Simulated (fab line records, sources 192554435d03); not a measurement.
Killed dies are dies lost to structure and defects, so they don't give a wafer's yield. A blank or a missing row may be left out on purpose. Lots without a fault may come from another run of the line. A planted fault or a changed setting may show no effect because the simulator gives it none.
Which tool did it? | flow n5_finfet | 12 lots, 36 wafers sampled, at 3 steps of a route of 1938

WHAT THE GAUGES READ, wafer by wafer
N5_BEOL_M10_INSPECT_30: inspects for defects (brightfield).
lot  | measured     | on                | raw_defect_count
L889 | day 10 11:57 | defect_inspect-02 | 415 388 319
L888 | day 10 17:32 | defect_inspect-01 | 464 371 373
L887 | day 10 19:48 | defect_inspect-02 | 417 326 372
L892 | day 11 07:53 | defect_inspect-02 | 518 404 450
L900 | day 13 12:21 | defect_inspect-02 | 378 381 383
L896 | day 13 14:13 | defect_inspect-01 | 503 365 389
L898 | day 13 14:23 | defect_inspect-01 | 418 673 399
L902 | day 13 14:26 | defect_inspect-01 | 288 288 334
L903 | day 14 06:17 | defect_inspect-01 | 511 550 383
L905 | day 15 01:28 | defect_inspect-02 | 196 321 261
L908 | day 15 08:33 | defect_inspect-02 | 373 517 308
L909 | day 16 10:54 | defect_inspect-01 | 473 420 369

N5_BEOL_M10_OCD_MEAS_38.
lot  | measured     | on     | trench_depth_nm (nm)
L889 | day 10 13:04 | ocd-02 | 147.9 147.0 146.4
L888 | day 10 18:04 | ocd-01 | 146.4 145.3 145.7
L887 | day 10 20:38 | ocd-01 | 148.8 150.3 148.0
L892 | day 11 08:24 | ocd-02 | 150.4 146.5 147.5
L900 | day 13 12:56 | ocd-01 | 145.8 146.4 146.5
L896 | day 13 14:53 | ocd-01 | 147.7 146.3 146.9
L898 | day 13 15:22 | ocd-02 | 147.3 145.9 147.6
L902 | day 13 15:22 | ocd-01 | 144.5 145.7 147.1
L903 | day 14 06:57 | ocd-02 | 146.1 148.0 146.8
L905 | day 15 02:00 | ocd-01 | 147.0 146.9 148.3
L908 | day 15 09:05 | ocd-01 | 145.8 148.2 148.5
L909 | day 16 11:26 | ocd-02 | 149.8 149.6 152.4

N5_BEOL_M10_CD_MEAS_35: target cd 70 nm.
lot  | measured     | on        | cd_nm (nm)
L889 | day 10 13:13 | cd_sem-02 | 70.1 70.0 69.6
L888 | day 10 18:13 | cd_sem-02 | 70.0 71.0 70.5
L887 | day 10 20:47 | cd_sem-02 | 70.8 70.1 70.1
L892 | day 11 08:34 | cd_sem-03 | 69.4 70.2 69.7
L900 | day 13 13:05 | cd_sem-02 | 70.8 71.5 71.5
L896 | day 13 15:03 | cd_sem-03 | 70.4 70.2 69.7
L898 | day 13 15:31 | cd_sem-02 | 70.6 71.0 70.7
L902 | day 13 15:32 | cd_sem-03 | 70.3 69.8 70.1
L903 | day 14 07:06 | cd_sem-03 | 70.8 71.3 71.2
L905 | day 15 02:09 | cd_sem-02 | 70.4 70.1 69.5
L908 | day 15 09:14 | cd_sem-01 | 71.3 70.9 71.2
L909 | day 16 11:35 | cd_sem-01 | 69.4 70.2 69.5

WHICH TOOL RAN EACH LOT (tool, then ch and the chambers of the sampled wafers, then the start)
The record holds no process step before these readings.

WHAT THE TOOLS THEMSELVES READ (means of the sampled wafers that have a number; where no wafer has one, the mark that the record gives instead)
The record holds no such reading with a usual standard deviation.

THE ANSWER, worked out from the rows above alone
Rule: what is usual is taken from the lots themselves. Put in order of their means at a reading, lots are off if they are a third of the lots or fewer, leave a main group of 4 or more, and stand apart from it by a gap of 3 or more times the standard deviation of the main group's means; of several such gaps the widest counts. A main group whose means are all the same, to the digits that the tables above print for the reading, isn't used. A lot without any number at a reading at which 4 lots or more have one is off too. The other lots that the step has rows for count as sound. The gauges are gone through in route order, then the tools' own readings, and for those a lot's mean is taken as printed above. The first step at which some lot is off is used, and at that step the reading that is off furthest; a lot without a number counts as furthest.
No lot is off at any reading shown: from this, nothing can be told.

WHAT THE SIMULATOR HAD PUT IN
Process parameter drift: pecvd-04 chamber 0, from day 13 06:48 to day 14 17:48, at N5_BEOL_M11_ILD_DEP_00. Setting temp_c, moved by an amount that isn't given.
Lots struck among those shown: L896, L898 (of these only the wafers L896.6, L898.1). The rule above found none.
